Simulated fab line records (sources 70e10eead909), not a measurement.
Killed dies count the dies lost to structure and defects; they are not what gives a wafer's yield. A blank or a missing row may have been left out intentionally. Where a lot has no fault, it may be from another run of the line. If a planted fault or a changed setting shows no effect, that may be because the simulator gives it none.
2 desks looking at one fault :: flow nand_harc :: numbers are kept per desk, each desk with only its own; the story behind them comes last

## THE DEFECT DESK
Per lot, the means of the sampled wafers with a number show what the inspections along the route counted. The brackets show how far a lot's mean lies from the usual mean; more than 4 standard deviations puts the lot out of limits, marked OUT.
Columns: A = raw_defect_count at NHARC_A_CHANNEL_HOLE_D1_INSPECT_40, usual 71
lot: L787
first seen here: day 8 11:25
A: 87

lot: L788
first seen here: day 9 00:04
A: 105

lot: L790
first seen here: day 9 21:54
A: 98

lot: L794
first seen here: day 12 09:31
A: 410 (+13) OUT

lot: L796
first seen here: day 12 20:14
A: 457 (+15) OUT

lot: L804
first seen here: day 15 16:38
A: 114

lot: L803
first seen here: day 15 16:46
A: 55

lot: L806
first seen here: day 16 16:14
A: 100

lot: L805
first seen here: day 16 17:13
A: 50

lot: L808
first seen here: day 17 23:05
A: 58

lot: L809
first seen here: day 18 06:28
A: 88

lot: L810
first seen here: day 18 12:59
A: 42
Finding of this desk: L794, L796 out of limits; the first was L794 at day 12 09:31, on raw_defect_count at NHARC_A_CHANNEL_HOLE_D1_INSPECT_40. L787, L788, L790, L804, L803, L806, L805, L808, L809, L810: within limits.

## METROLOGY DESK
What the gauges read for every lot (on any tool): the sampled wafers with a number, averaged. The brackets show how far a lot's mean lies from the usual mean; more than 4 standard deviations puts the lot out of limits, marked OUT.
Columns: A = cd_nm at NHARC_A_CHANNEL_HOLE_D1_CD_MEAS_18, usual 97.3 nm
lot: L787
first seen here: day 8 05:37
A: 97.4

lot: L788
first seen here: day 8 16:09
A: 99.1

lot: L790
first seen here: day 9 14:16
A: 99.8

lot: L794
first seen here: day 12 01:31
A: 94.7

lot: L796
first seen here: day 12 14:29
A: 97.6

lot: L804
first seen here: day 15 10:52
A: 96.2

lot: L803
first seen here: day 15 11:01
A: 97.1

lot: L806
first seen here: day 16 08:31
A: 97.4

lot: L805
first seen here: day 16 08:53
A: 93.4

lot: L808
first seen here: day 17 17:16
A: 95.7

lot: L809
first seen here: day 18 00:40
A: 97.4

lot: L810
first seen here: day 18 05:13
A: 99.0
Result from this desk: across the 12 lots, nothing is out of limits.

## PUT TOGETHER
The defect desk could have raised an alarm at day 12 09:31, on L794, L796.
The metrology desk saw nothing out of limits.
The metrology desk holds a record of L794, L796, inside its limits.
Of the lots named, all ran NHARC_A_CHANNEL_HOLE_D1_STRIP_42 on rie_diel-06.

## WHAT WAS PUT IN BY THE SIMULATOR
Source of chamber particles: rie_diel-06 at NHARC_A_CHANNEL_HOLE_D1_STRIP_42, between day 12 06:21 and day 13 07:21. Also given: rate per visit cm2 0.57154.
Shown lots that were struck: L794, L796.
Hours from the fault's start to each desk's first reading out of limits: the defect desk, 3.
